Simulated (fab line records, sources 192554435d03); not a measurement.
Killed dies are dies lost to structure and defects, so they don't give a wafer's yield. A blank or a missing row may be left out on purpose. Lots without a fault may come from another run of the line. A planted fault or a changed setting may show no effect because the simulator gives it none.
Chamber matching | flow n5_finfet | N5_BEOL_M5_PRE_CLEAN_77 on cvd_co-01: 3 sister chambers
The step time 15 s. 6 wafers are shown with their chamber, then 12 later ones without.

WAFERS WITH THEIR CHAMBER
wafer  | chamber | heater_power_w (W)
L081.2 | 2       | 79
L083.4 | 2       | 80
L087.2 | 0       | 66
L090.1 | 1       | 56
L090.4 | 1       | 55
L090.6 | 0       | 65

WAFERS WITHOUT THEIR CHAMBER
wafer  | heater_power_w (W)
L088.1 | 67
L088.2 | 56
L088.4 | 79
L089.1 | 56
L089.4 | 55
L089.6 | 66
L092.2 | 81
L092.4 | 80
L092.6 | 67
L097.2 | 67
L097.3 | 80
L097.6 | 79

WHICH CHAMBER EACH WENT THROUGH
wafer  | from the rows above | in truth
L088.1 | 0                   | 0
L088.2 | 1                   | 1
L088.4 | 2                   | 2
L089.1 | 1                   | 1
L089.4 | 1                   | 1
L089.6 | 0                   | 0
L092.2 | 2                   | 2
L092.4 | 2                   | 2
L092.6 | 0                   | 0
L097.2 | 0                   | 0
L097.3 | 2                   | 2
L097.6 | 2                   | 2
Placed correctly: 12 of 12. Can't be placed from these rows: 0. Placed wrongly: 0.
How it was worked out, from the rows above alone: a wafer's distance from a chamber is the root of the sum, over the readings, of the square of ((its reading less the chamber's mean) divided by the reading's scatter). The wafer belongs to the nearest chamber; if the next one is less than 2 further off, it can't be placed. A chamber's mean is the mean of its shown wafers. The scatter: the root of (the sum of the squares of (reading less its chamber's mean) over the shown wafers, divided by (wafers less chambers)).
